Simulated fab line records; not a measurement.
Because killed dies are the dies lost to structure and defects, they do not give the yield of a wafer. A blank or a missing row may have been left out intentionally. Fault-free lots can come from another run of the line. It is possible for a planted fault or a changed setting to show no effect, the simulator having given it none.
Matching of chambers -- flow n5_finfet -- N5_BEOL_M8_ETCH_62 on rie_diel-04: 4 sister chambers
The step etches SOC in N2/H2, target depth 110 nm, overetch 22 nm, time 165 s. 16 wafers are shown with their chamber, then 8 later ones without.

## EACH WAFER AND ITS CHAMBER
wafer,chamber,drypump_motor_current_A (A),showerhead_plenum_p_Torr (Torr),throttle_valve_pct (%)
L077.1,1,5.4,2.51,17.50
L077.4,2,5.7,2.63,18.10
L077.6,0,5.9,2.54,17.74
L079.1,3,5.0,2.69,17.64
L079.2,2,5.7,2.63,18.11
L079.6,0,5.9,2.54,17.75
L081.2,3,4.9,2.69,17.65
L081.4,0,5.9,2.53,17.77
L081.5,0,5.9,2.53,17.75
L085.1,3,5.0,2.69,17.68
L085.3,1,5.4,2.50,17.56
L085.5,1,5.4,2.50,17.54
L091.2,3,5.0,2.68,17.70
L091.3,1,5.4,2.50,17.57
L091.6,2,5.7,2.62,18.15
L094.1,0,5.9,2.52,17.80

SIGNATURES, as means of the wafers listed above
reading,chamber 0,chamber 1,chamber 2,chamber 3,scatter within a chamber
drypump_motor_current_A,5.900,5.400,5.700,4.975,0.025
showerhead_plenum_p_Torr,2.5320,2.5025,2.6267,2.6875,0.00643
throttle_valve_pct,17.7620,17.5425,18.1200,17.6675,0.0271
Rule: for each reading, subtract the chamber's mean from the wafer's reading, divide by that reading's scatter and square the result; add these up over the readings and take the root, which gives the wafer's distance from the chamber. If the next closest chamber is less than 2 further off than the closest, the wafer can't be placed; otherwise it belongs to the closest. The scatter is the square root of a quotient: the sum, over the shown wafers, of each reading's squared deviation from its chamber's mean, divided by wafers minus chambers.

## WAFERS MISSING THEIR CHAMBER
wafer,drypump_motor_current_A (A),showerhead_plenum_p_Torr (Torr),throttle_valve_pct (%)
L094.2,4.9,2.68,17.69
L094.4,5.7,2.61,18.16
L095.2,5.4,2.50,17.58
L095.3,5.7,2.61,18.17
L095.4,5.9,2.52,17.79
L096.3,5.9,2.52,17.84
L096.5,5.0,2.68,17.72
L096.6,5.9,2.52,17.80

## WHICH CHAMBER EACH ONE RAN IN
wafer,from the rows above,in truth
L094.2,3,3
L094.4,2,2
L095.2,1,1
L095.3,2,2
L095.4,0,0
L096.3,0,0
L096.5,3,3
L096.6,0,0
8 of 8 placed correctly. Can't be placed from these rows: 0. 0 placed wrongly.
